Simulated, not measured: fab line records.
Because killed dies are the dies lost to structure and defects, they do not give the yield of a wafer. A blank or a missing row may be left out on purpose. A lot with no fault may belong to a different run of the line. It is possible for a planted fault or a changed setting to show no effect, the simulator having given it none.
fab line records | flow nand-harc
record: lots: 12 wafers: 36 last-day: 33
route steps=1302 shown P_ZERO_WELL@46 P_GATE@138 END@1302
lots that met no fault: from a run of the same line without faults
start-h: the number of hours between the record's first day and the start of the first shown wafer of the lot | wait-h: hours since the lot's step before | " repeats the value in the row above | L1.1+2: one row covering several wafers at once | - no value, or no start given | * or withheld: withheld | < > ~ a bound
route shown NAME@n: NAME is a module with steps in the file, n the number in the route of the first one | usual: average and standard deviation across the fault-free wafers | same: alike in all rows | chamber/n: place in a boat | sites: readings site by site | _std_site: the standard deviation of these | _edge_site: outer sites' mean less inner sites' | radius-mm: how far each site lies from the wafer's centre | mask NAME#n: copy n | behind: the most recent tool/chamber to have shaped the wafer | hold: the reason the lot was held/the length of the hold in hours/how it ended | device: the n, p or np transistor that did not switch | end of line: tests of these same wafers at the route's end | a step without rows: its recipe alone | killed: dies that structure and defects cost at the first sort, which is not the same as the wafer's yield | map: per-die view of a wafer (x killed, . not killed, _ where there is no die)
set.NAME: the run value of the setting; set.NAME@STEP: its run value at that earlier step | model.NAME: the simulator's own value behind a step, which no gauge read
a sample of lots followed through the steps of the route, with each step as a table and each wafer as a row
services: from which hour (start-h, from the record's first day; less than 0 if before it) a tool's chamber was out of use, for how many hours, and why
== steps ==
step: NHARC_P_ZERO_WELL_DESCUM_39
recipe: time-s: 3 o2-flow-sccm: 200 ar-flow-sccm: 0 bias-power-w: 0 chemistry: O2
usual: drypump-motor-current-A: 5.8/0.54 oes-product-au: 1.001/0.0098 rf-vpp-V: 57.8/0.97 showerhead-plenum-p-Torr: 1.92/0.099 throttle-valve-pct: 11.312/0.0078
same: time-s: 3
columns lot.wafer tool chamber start-h wait-h drypump-motor-current-A oes-product-au rf-hours-counter-h rf-vpp-V showerhead-plenum-p-Torr throttle-valve-pct
L325.4 rie-diel-11 1 24.61 - 5.4 1.005 37 58.1 2.00 11.317
L325.2 " 2 " " 6.1 1.007 35 59.2 1.80 11.300
L325.6 " 2 " " 6.1 0.998 - 57.5 1.80 11.313
L326.2 rie-diel-02 1 34.27 - 5.3 0.987 51 58.6 2.08 11.311
L326.4 " 0 " " 6.0 0.990 50 58.3 1.84 11.322
L326.6 " 1 " " 5.3 0.996 - 60.4 2.08 11.323
L327.2 rie-diel-11 3 44.47 - 6.2 0.991 37 56.6 1.85 11.315
L327.3 " 1 " " 5.4 0.991 41 57.9 1.99 11.313
L327.5 " 3 " " 6.2 0.985 - 56.4 1.85 11.314
L332.1 rie-diel-10 0 94.16 - 5.5 1.001 7 58.6 2.02 11.310
L332.3 " 3 " " 6.8 1.005 7 60.3 2.02 11.318
L332.6 " 0 " " 5.5 1.003 - 58.5 2.01 11.308
L333.4 rie-diel-11 0 104.18 - 5.4 1.005 3 58.1 2.06 11.316
L333.2 " 1 " " 5.4 1.013 3 58.5 1.99 11.304
L333.6 " 3 " " 6.3 0.999 - 58.1 1.84 11.307
L334.4 rie-diel-11 1 114.59 - 5.4 0.999 4 58.3 1.99 11.296
L334.2 " 2 " " 6.1 0.997 5 57.3 1.79 11.314
L334.5 " 1 " " 5.4 1.014 - 58.5 1.99 11.305
L335.1 rie-diel-02 3 124.30 - 5.3 1.010 24 56.5 1.93 11.325
L335.3 " 2 " " 6.2 0.995 32 58.0 2.01 11.319
L335.6 " 3 " " 5.3 1.007 - 59.5 1.93 11.305
L336.1 rie-diel-02 2 134.42 - 6.3 0.986 34 58.3 2.01 11.324
L336.2 " 0 " " 6.0 0.985 31 56.8 1.83 11.310
L336.6 " 2 " " 6.3 0.993 - 58.8 2.01 11.303
L337.4 rie-diel-11 0 144.30 - 5.4 1.012 11 58.1 2.06 11.313
L337.6 " 2 " " 6.0 1.000 - 58.2 1.79 11.315
L337.5 " 3 " " 6.3 0.993 - 56.8 1.84 11.308
L343.1 rie-diel-10 3 204.18 - 6.8 1.008 42 58.5 2.01 11.318
L343.3 " 2 " " 5.1 1.000 42 57.7 1.79 11.318
L343.5 " 0 " " 5.5 1.013 - 58.1 2.00 11.323
L347.2 rie-diel-10 2 244.28 - 5.1 1.006 53 57.1 1.79 11.315
L347.5 " 2 " " 5.1 1.004 - 56.7 1.79 11.314
L347.6 " 3 " " 6.7 1.015 - 56.6 2.01 11.319
L348.3 rie-diel-02 3 254.33 - 5.3 1.003 13 58.6 1.92 11.318
L348.4 " 1 " " 5.3 0.996 8 57.0 2.05 11.312
L348.6 " 0 " " 6.0 0.981 - 56.4 1.81 11.320
step: NHARC_P_GATE_EXPOSE_23
recipe: na: 1.35 target-cd-nm: 120 dose-mj: 93.91 mask-id: P_GATE
columns lot.wafer tool chamber start-h wait-h mask
L325.2+4+6 arfi-scanner-01 0 101.39 - P_GATE#0
L327.2+3+5 arfi-scanner-03 0 113.13 - P_GATE#0
L326.2+4+6 arfi-scanner-02 0 113.41 - P_GATE#0
L332.1+3+6 arfi-scanner-01 0 162.05 - P_GATE#0
L333.2+4+6 arfi-scanner-02 0 184.35 - P_GATE#0
L334.2+4+5 arfi-scanner-03 0 185.69 - P_GATE#0
L335.1+3+6 arfi-scanner-03 0 200.73 - P_GATE#0
L336.1+2+6 arfi-scanner-02 0 205.20 - P_GATE#0
L337.4+5+6 arfi-scanner-03 0 215.80 - P_GATE_R1#0
L343.1+3+5 arfi-scanner-01 0 278.26 - P_GATE#0
L347.2+5+6 arfi-scanner-03 0 319.99 - P_GATE#0
L348.3+4+6 arfi-scanner-01 0 326.35 - P_GATE#0
step: NHARC_P_GATE_CD_MEAS_26
recipe: target-cd-nm: 120 landing-energy-ev: 500
usual: cd-nm: 119.8/0.56
same: landing-energy-ev: 500
columns lot.wafer tool chamber start-h wait-h cd-nm
L325.2 cd-sem-01 0 101.53 - 119.7
L325.4 " 0 " " 120.5
L325.6 " 0 " " 119.3
L327.2 cd-sem-02 0 113.26 - 120.4
L327.3 " 0 " " 119.5
L327.5 " 0 " " 119.8
L326.2 cd-sem-01 0 113.55 - 119.9
L326.4 " 0 " " 119.9
L326.6 " 0 " " 119.5
L332.1 cd-sem-01 0 162.19 - 120.5
L332.3 " 0 " " 120.0
L332.6 " 0 " " 119.7
L333.2 cd-sem-01 0 184.49 - 120.5
L333.4 " 0 " " 120.2
L333.6 " 0 " " 120.8
L334.2 cd-sem-02 0 185.83 - 120.5
L334.4 " 0 " " 120.1
L334.5 " 0 " " 120.2
L335.1 cd-sem-03 0 200.87 - 119.8
L335.3 " 0 " " 120.2
L335.6 " 0 " " 119.4
L336.1 cd-sem-03 0 205.34 - 120.0
L336.2 " 0 " " 119.6
L336.6 " 0 " " 119.8
L337.4 cd-sem-02 0 215.94 - 108.1
L337.5 " 0 " " 107.7
L337.6 " 0 " " 107.2
L343.1 cd-sem-03 0 278.40 - 119.6
L343.3 " 0 " " 119.0
L343.5 " 0 " " 119.2
L347.2 cd-sem-01 0 320.12 - 119.8
L347.5 " 0 " " 120.1
L347.6 " 0 " " 119.2
L348.3 cd-sem-02 0 326.49 - 119.7
L348.4 " 0 " " 120.0
L348.6 " 0 " " 119.7
step: NHARC_P_GATE_ETCH_32
recipe: target-depth-a: 1500 over-etch-frac: 1 over-etch-ion-energy-ev: 40 time-s: 100.1 hbr-flow-sccm: 150 cl2-flow-sccm: 50 rf-w: 400 icp-w: 400 bias-w: 100 chemistry: HBr/Cl2
usual: drypump-motor-current-A: 5.6/0.38 oes-product-au: 0.998/0.01 throttle-valve-pct: 26.407/0.01
same: time-s: 100.1
columns lot.wafer tool chamber start-h wait-h drypump-motor-current-A oes-product-au rf-hours-counter-h throttle-valve-pct
L325.4 rie-si-01 1 102.21 - 6.1 0.991 0.48 26.395
L325.2 " 2 " " 5.4 0.980 0.42 26.412
L325.6 " 3 " " 5.7 0.989 - 26.410
L327.3 rie-si-01 2 113.91 - 5.4 0.984 0.47 26.401
L327.2 " 1 " " 6.1 0.999 0.52 26.401
L327.5 " 2 " " 5.4 0.992 - 26.389
L326.2 rie-si-04 1 114.21 - 5.2 0.987 0.63 26.409
L326.4 " 3 " " 5.5 0.999 0.76 26.423
L326.6 " 0 " " 5.6 0.982 - 26.410
L332.1 rie-si-01 0 162.84 - 5.4 1.012 0.67 26.395
L332.3 " 2 " " 5.4 1.000 0.79 26.419
L332.6 " 0 " " 5.4 1.009 - 26.402
L333.4 rie-si-06 1 185.13 - 5.8 1.003 0.75 26.408
L333.2 " 2 " " 5.4 1.009 0.72 26.392
L333.6 " 2 " " 5.4 1.009 - 26.417
L334.2 rie-si-01 3 186.48 - 5.7 1.013 0.90 26.394
L334.4 " 2 " " 5.4 1.007 0.94 26.422
L334.5 " 0 " " 5.4 1.012 - 26.411
L335.1 rie-si-04 1 201.58 - 5.2 1.004 0.16 26.401
L335.3 " 2 " " 6.6 1.011 0.18 26.406
L335.6 " 0 " " 5.6 0.994 - 26.404
L336.1 rie-si-04 3 206.00 - 5.5 0.981 0.25 26.405
L336.2 " 1 " " 5.2 0.992 0.20 26.389
L336.6 " 3 " " 5.4 0.998 - 26.414
L337.4 rie-si-04 3 216.59 - 5.5 0.994 0.33 26.406
L337.5 " 2 " " 6.6 1.008 - 26.399
L337.6 " 3 " " 5.5 0.987 - 26.397
L343.1 rie-si-01 0 279.05 - 5.4 1.001 0.33 26.411
L343.3 " 1 " " 6.0 0.989 0.28 26.408
L343.5 " 0 " " 5.4 1.008 - 26.404
L347.2 rie-si-06 0 320.79 - 5.9 0.981 0.38 26.400
L347.5 " 2 " " 5.4 0.992 - 26.403
L347.6 " 3 " " 5.3 1.002 - 26.390
L348.4 rie-si-01 1 327.13 - 6.1 0.999 0.56 26.416
L348.3 " 0 " " 5.4 1.002 0.63 26.406
L348.6 " 2 " " 5.4 1.001 - 26.412
step: NHARC_P_GATE_STRIP_111
recipe: power-w: 1500 temp-c: 110 time-s: 250 chemistry: N2/H2
usual: drypump-motor-current-A: 5.6/0.44 heater-power-w: 84/9.8
same: time-s: 250
columns lot.wafer tool chamber start-h wait-h drypump-motor-current-A heater-power-w rf-hours-counter-h
L325.2 plasma-asher-01 1 113.93 0.2 6.2 72 23
L325.4 " 0 " " 5.4 76 -
L325.6 " 1 " " 6.2 74 -
L327.2 plasma-asher-01 0 125.72 0.2 5.4 74 26
L327.3 " 0 " " 5.4 77 -
L327.5 " 1 " " 6.2 72 -
L326.2 plasma-asher-01 0 126.13 0.2 5.4 77 26
L326.4 " 1 " " 6.2 73 -
L326.6 " 1 " " 6.2 70 -
L332.1 plasma-asher-01 0 174.77 0.2 5.4 80 0
L332.3 " 0 " " 5.4 79 -
L332.6 " 1 " " 6.3 70 -
L333.2 plasma-asher-01 1 196.98 0.2 6.2 72 5
L333.4 " 1 " " 6.2 72 -
L333.6 " 1 " " 6.2 71 -
L334.2 plasma-asher-02 0 198.38 0.2 5.7 92 24
L334.4 " 0 " " 5.7 90 -
L334.5 " 1 " " 5.0 95 -
L335.1 plasma-asher-02 1 213.47 0.2 5.0 92 27
L335.3 " 1 " " 5.0 94 -
L335.6 " 0 " " 5.7 89 -
L336.1 plasma-asher-01 0 217.71 0.2 5.4 78 10
L336.2 " 1 " " 6.2 72 10
L336.6 " 1 " " 6.2 70 -
L337.4 plasma-asher-02 1 228.59 0.3 5.1 89 -
L337.5 " 0 " " 5.7 89 -
L337.6 " 1 " " 5.0 92 -
L343.1 plasma-asher-01 0 291.15 0.3 5.4 80 26
L343.3 " 1 " " 6.2 71 -
L343.5 " 1 " " 6.2 73 -
L347.2 plasma-asher-01 0 332.49 0.2 5.4 80 36
L347.6 " 0 " " 5.4 78 -
L347.5 " 1 " " 6.2 71 -
L348.3 plasma-asher-02 0 339.00 0.2 5.7 94 -
L348.4 " 1 " " 5.0 93 -
L348.6 " 0 " " 5.7 96 -
step: NHARC_END_SORT_01
recipe: temp-c: 25
usual: killed-at-array: 55/12 killed-at-other: 1.0/1.2 killed-at-periphery: 3.9/2.6 killed-dies: 60/12 killed-open: 3.3/1.9 killed-short: 2.5/1.8
same: gross-dies: 677
columns lot.wafer tool chamber start-h wait-h killed-at-array killed-at-other killed-at-periphery killed-dies killed-open killed-short
L337.5 prober-01 0 675.21 3.7 38 0 15 53 6 1
L337.6 prober-01 0 676.02 4.0 41 0 3 44 4 1
killed by level:class
L337.5 A_CHANNEL_HOLE_D1:chamber-film-flake=23 P_GATE:area-expose=10 A_CONTACT:chamber-film-flake=7 P_M0:geometric-particle:open=3 A_SLIT:chamber-film-flake=2 A_STAIRCASE:chamber-film-flake=2 P_GATE:geometric-particle:short=1 P_CONTACT:geometric-particle:open=1
L337.6 A_CHANNEL_HOLE_D1:chamber-film-flake=28 A_CONTACT:chamber-film-flake=6 P_GATE:area-expose=2 P_M0:geometric-particle:open=1 A_DECK1_JOINT:geometric-particle:open=1 A_WL_FILL:geometric-particle:open=1 A_WL_FILL:geometric-particle:short=1 A_CONTACT:geometric-particle:open=1
== services ==
columns tool chamber start-h hours kind
rie-si-01 - 16.00 9.0 pm
arfi-scanner-01 - 16.85 3.5 repair
arfi-scanner-03 - 17.76 0.4 repair
arfi-scanner-03 - 24.00 4.0 pm
plasma-asher-02 - 27.17 1.0 repair
rie-diel-02 - 39.77 9.0 pm
rie-diel-11 2 40.22 3.2 repair
rie-diel-11 2 52.01 2.6 repair
plasma-asher-02 - 72.00 9.0 pm
rie-diel-11 - 78.50 9.0 pm
rie-diel-02 3 79.68 2.6 repair
arfi-scanner-01 - 80.00 4.0 pm
rie-si-04 0 80.86 4.7 repair
plasma-asher-02 - 81.07 1.1 repair
rie-diel-11 3 92.23 1.5 repair
arfi-scanner-03 - 115.85 1.4 repair
rie-si-01 0 130.01 6.6 repair
rie-diel-02 1 130.47 6.3 repair
plasma-asher-01 - 165.00 9.0 pm
rie-si-01 - 193.00 9.0 pm
arfi-scanner-03 - 196.00 4.0 pm
rie-si-01 1 210.43 26.6 repair
rie-diel-11 - 213.28 0.3 repair
rie-diel-11 - 257.42 9.0 pm
== key ==
first-sign: step: NHARC_P_GATE_EXPOSE_23 reading: mask direction: changed
effect: step: NHARC_P_GATE_CD_MEAS_26 reading: cd-nm direction: down sigmas: 22 usual: 119.8 struck: 107.7
met-at NHARC_P_GATE_EXPOSE_23
struck-lots L337
tester-left-out L337
not-acting-at NHARC_P_ZERO_WELL_DESCUM_39,NHARC_P_GATE_ETCH_32,NHARC_P_GATE_STRIP_111
onset-between 200.73 215.80
fault: kind: wrong-mask tool: any chamber: - onset-h: 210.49 steps: NHARC_P_GATE_EXPOSE_23 aux-copy: P_GATE_R1#0 cd-offset-nm: -12.929 scope: struck-lots-only
tester-left-out: of these lots the tester's yield and bins aren't shown, on N5 and GAA mostly nor the transistor test; their killed dies are dies lost to structure and defects alone, not to doping, threshold or leakage, so they don't give the yield
